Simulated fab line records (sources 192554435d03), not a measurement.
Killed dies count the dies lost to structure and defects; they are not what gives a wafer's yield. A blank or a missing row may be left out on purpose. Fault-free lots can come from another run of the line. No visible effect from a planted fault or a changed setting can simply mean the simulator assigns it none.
Split-lot experiment || flow n5-finfet || on a route of 1938 steps: 7 lots, 21 wafers read

== ABOUT THE SPLIT ==
At N5_PMOS_HMC_CHANNEL_EPI_ETCH_32 (etches BARC in N2/H2, stops on SiO2, target depth 85.8 nm, time 50.3 s), the setting bias-w was moved away from the recipe's 150 W on 6 of the 21 wafers read, by -12.2% to +17.2%. The other wafers ran this setting at the recipe's value.

The split's own step is where the reading is taken.

== THE READING ==
rf-vpp-V, in V, at N5_PMOS_HMC_CHANNEL_EPI_ETCH_32 (etches BARC in N2/H2, stops on SiO2, target depth 85.8 nm, time 50.3 s). Typical for fault-free wafers on this fab line: 523.0 V, with standard deviation 2.6 V.

{"wafer": "L075.1", "tool, chamber at the split": "rie-diel-02, 1", "bias-w as run, W": 150, "against the recipe": "recipe", "rf-vpp-V, V": 521.6, "against lot-mates on the recipe": "-"}
{"wafer": "L075.2", "tool, chamber at the split": "rie-diel-02, 3", "bias-w as run, W": 150, "against the recipe": "recipe", "rf-vpp-V, V": 525.2, "against lot-mates on the recipe": "-"}
{"wafer": "L075.3", "tool, chamber at the split": "rie-diel-02, 2", "bias-w as run, W": 142.7, "against the recipe": "-4.9%", "rf-vpp-V, V": 505.5, "against lot-mates on the recipe": -17.9}
{"wafer": "L077.1", "tool, chamber at the split": "rie-diel-06, 2", "bias-w as run, W": 150, "against the recipe": "recipe", "rf-vpp-V, V": 521.3, "against lot-mates on the recipe": "-"}
{"wafer": "L077.2", "tool, chamber at the split": "rie-diel-06, 0", "bias-w as run, W": 150, "against the recipe": "recipe", "rf-vpp-V, V": 523.8, "against lot-mates on the recipe": "-"}
{"wafer": "L077.5", "tool, chamber at the split": "rie-diel-06, 1", "bias-w as run, W": 150, "against the recipe": "recipe", "rf-vpp-V, V": 522.7, "against lot-mates on the recipe": "-"}
{"wafer": "L085.1", "tool, chamber at the split": "rie-diel-01, 2", "bias-w as run, W": 131.7, "against the recipe": "-12.2%", "rf-vpp-V, V": 482.8, "against lot-mates on the recipe": -42.3}
{"wafer": "L085.3", "tool, chamber at the split": "rie-diel-01, 3", "bias-w as run, W": 150, "against the recipe": "recipe", "rf-vpp-V, V": 522.3, "against lot-mates on the recipe": "-"}
{"wafer": "L085.4", "tool, chamber at the split": "rie-diel-01, 1", "bias-w as run, W": 150, "against the recipe": "recipe", "rf-vpp-V, V": 528.0, "against lot-mates on the recipe": "-"}
{"wafer": "L088.2", "tool, chamber at the split": "rie-diel-02, 2", "bias-w as run, W": 134.2, "against the recipe": "-10.5%", "rf-vpp-V, V": 485.7, "against lot-mates on the recipe": -37.3}
{"wafer": "L088.3", "tool, chamber at the split": "rie-diel-02, 1", "bias-w as run, W": 150, "against the recipe": "recipe", "rf-vpp-V, V": 523.0, "against lot-mates on the recipe": "-"}
{"wafer": "L088.6", "tool, chamber at the split": "rie-diel-02, 1", "bias-w as run, W": 134.2, "against the recipe": "-10.5%", "rf-vpp-V, V": 485.6, "against lot-mates on the recipe": -37.4}
{"wafer": "L091.2", "tool, chamber at the split": "rie-diel-02, 0", "bias-w as run, W": 150, "against the recipe": "recipe", "rf-vpp-V, V": 528.9, "against lot-mates on the recipe": "-"}
{"wafer": "L091.3", "tool, chamber at the split": "rie-diel-02, 2", "bias-w as run, W": 150, "against the recipe": "recipe", "rf-vpp-V, V": 521.2, "against lot-mates on the recipe": "-"}
{"wafer": "L091.6", "tool, chamber at the split": "rie-diel-02, 2", "bias-w as run, W": 150, "against the recipe": "recipe", "rf-vpp-V, V": 519.5, "against lot-mates on the recipe": "-"}
{"wafer": "L092.1", "tool, chamber at the split": "rie-diel-02, 3", "bias-w as run, W": 175.8, "against the recipe": "+17.2%", "rf-vpp-V, V": 579.2, "against lot-mates on the recipe": "+55.1"}
{"wafer": "L092.3", "tool, chamber at the split": "rie-diel-02, 2", "bias-w as run, W": 150, "against the recipe": "recipe", "rf-vpp-V, V": 520.6, "against lot-mates on the recipe": "-"}
{"wafer": "L092.4", "tool, chamber at the split": "rie-diel-02, 0", "bias-w as run, W": 150, "against the recipe": "recipe", "rf-vpp-V, V": 527.6, "against lot-mates on the recipe": "-"}
{"wafer": "L097.2", "tool, chamber at the split": "rie-diel-02, 0", "bias-w as run, W": 150, "against the recipe": "recipe", "rf-vpp-V, V": 527.0, "against lot-mates on the recipe": "-"}
{"wafer": "L097.5", "tool, chamber at the split": "rie-diel-02, 1", "bias-w as run, W": 150, "against the recipe": "recipe", "rf-vpp-V, V": 519.8, "against lot-mates on the recipe": "-"}
{"wafer": "L097.6", "tool, chamber at the split": "rie-diel-02, 2", "bias-w as run, W": 173.9, "against the recipe": "+15.9%", "rf-vpp-V, V": 572.9, "against lot-mates on the recipe": "+49.5"}

FIT RESULTS
A straight line over all 21 wafers: rf-vpp-V changes by +3.31 V for each +1% of bias-w; r = +0.99; the points scatter about the line by 2.9 V.
The same after taking each lot's own level away (the mean of its wafers on the recipe; 21 wafers): +3.31 V for each +1%; r = +0.99; scatter 2.8 V.
The reading moves by 57 V for the largest change in bias-w, on that fit.
The span of the lots' own levels, 522.60 to 525.15 V, comes to 1.0 times the standard deviation stated above.
Hence the lot-to-lot level has little effect on the slope; both slopes agree.
Check: +56.9 V against its lot-mates is what the line predicts for one of the wafers moved furthest among these (+17.2%) when that wafer is left out of the fit. Against them it came out at +55.1 V.
Tool readings at the split's step, against how far the setting was moved: rf-vpp-V r = +0.99.

== THE OTHER SPLITS THESE WAFERS WENT THROUGH ==
Other splits were also applied to these wafers ahead of the reading. Each is held against what the fit with the lots' levels taken away leaves over:
{"other split on the same wafers": "N5_WELL_APT_EXPOSE_05 dose-mj", "wafers away from the commonest value": 8, "r with rf-vpp-V (lot level and that fit taken away)": "+0.12"}
{"other split on the same wafers": "N5_WELL_APT_DEVELOP_07 develop-time-s", "wafers away from the commonest value": 6, "r with rf-vpp-V (lot level and that fit taken away)": "+0.06"}
{"other split on the same wafers": "N5_PMOS_HMC_CHANNEL_EPI_PEB_07 peb-time-s", "wafers away from the commonest value": 4, "r with rf-vpp-V (lot level and that fit taken away)": -0.02}

== THE FILE'S OWN FIT ==
rf-vpp-V changes by +3.28 V for each +1% of bias-w, r = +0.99.
